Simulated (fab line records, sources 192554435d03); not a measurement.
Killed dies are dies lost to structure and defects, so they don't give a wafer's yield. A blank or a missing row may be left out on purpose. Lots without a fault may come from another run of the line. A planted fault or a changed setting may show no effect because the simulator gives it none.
Chamber matching | flow n5_finfet | N5_BEOL_M4_STRIP_36 on rie_diel-06: 4 sister chambers
The step strips in N2/H2. 14 wafers are shown with their chamber, then 7 later ones without.

WAFERS WITH THEIR CHAMBER
wafer  | chamber | drypump_motor_current_A (A) | showerhead_plenum_p_Torr (Torr) | throttle_valve_pct (%)
L076.1 | 3       | 6.5                         | 2.48                            | 23.6
L076.4 | 0       | 6.6                         | 2.48                            | 23.8
L076.5 | 3       | 6.5                         | 2.47                            | 23.6
L079.1 | 2       | 5.4                         | 2.44                            | 24.0
L079.2 | 1       | 6.0                         | 2.50                            | 23.9
L079.3 | 0       | 6.6                         | 2.47                            | 23.8
L085.1 | 2       | 5.5                         | 2.43                            | 24.0
L085.2 | 0       | 6.6                         | 2.47                            | 23.3
L085.5 | 0       | 6.6                         | 2.47                            | 23.3
L088.2 | 0       | 6.6                         | 2.47                            | 23.3
L088.4 | 3       | 6.5                         | 2.47                            | 23.6
L088.5 | 0       | 6.6                         | 2.47                            | 23.3
L091.1 | 0       | 6.6                         | 2.47                            | 23.3
L091.5 | 1       | 6.0                         | 2.48                            | 23.5

SIGNATURES (means of the wafers above)
reading                  | chamber 0 | chamber 1 | chamber 2 | chamber 3 | scatter within a chamber
drypump_motor_current_A  | 6.600     | 6.000     | 5.450     | 6.500     | 0.0224
showerhead_plenum_p_Torr | 2.4714    | 2.4900    | 2.4350    | 2.4733    | 0.00634
throttle_valve_pct       | 23.443    | 23.700    | 24.000    | 23.600    | 0.209
Rule: a wafer's distance from a chamber is the root of the sum, over the readings, of the square of ((its reading less the chamber's mean) divided by the reading's scatter). The wafer belongs to the nearest chamber; if the next one is less than 2 further off, it can't be placed. The scatter: the root of (the sum of the squares of (reading less its chamber's mean) over the shown wafers, divided by (wafers less chambers)).

WAFERS WITHOUT THEIR CHAMBER
wafer  | drypump_motor_current_A (A) | showerhead_plenum_p_Torr (Torr) | throttle_valve_pct (%)
L091.6 | 5.4                         | 2.42                            | 24.1
L092.1 | 5.5                         | 2.42                            | 24.1
L092.3 | 6.6                         | 2.46                            | 23.3
L092.4 | 6.5                         | 2.46                            | 23.6
L095.3 | 6.6                         | 2.46                            | 23.3
L095.5 | 6.0                         | 2.48                            | 23.5
L095.6 | 6.6                         | 2.46                            | 23.3

WHICH CHAMBER EACH WENT THROUGH
wafer  | from the rows above | in truth
L091.6 | 2                   | 2
L092.1 | 2                   | 2
L092.3 | 0                   | 0
L092.4 | 3                   | 3
L095.3 | 0                   | 0
L095.5 | 1                   | 1
L095.6 | 0                   | 0
Placed correctly: 7 of 7. Can't be placed from these rows: 0. Placed wrongly: 0.
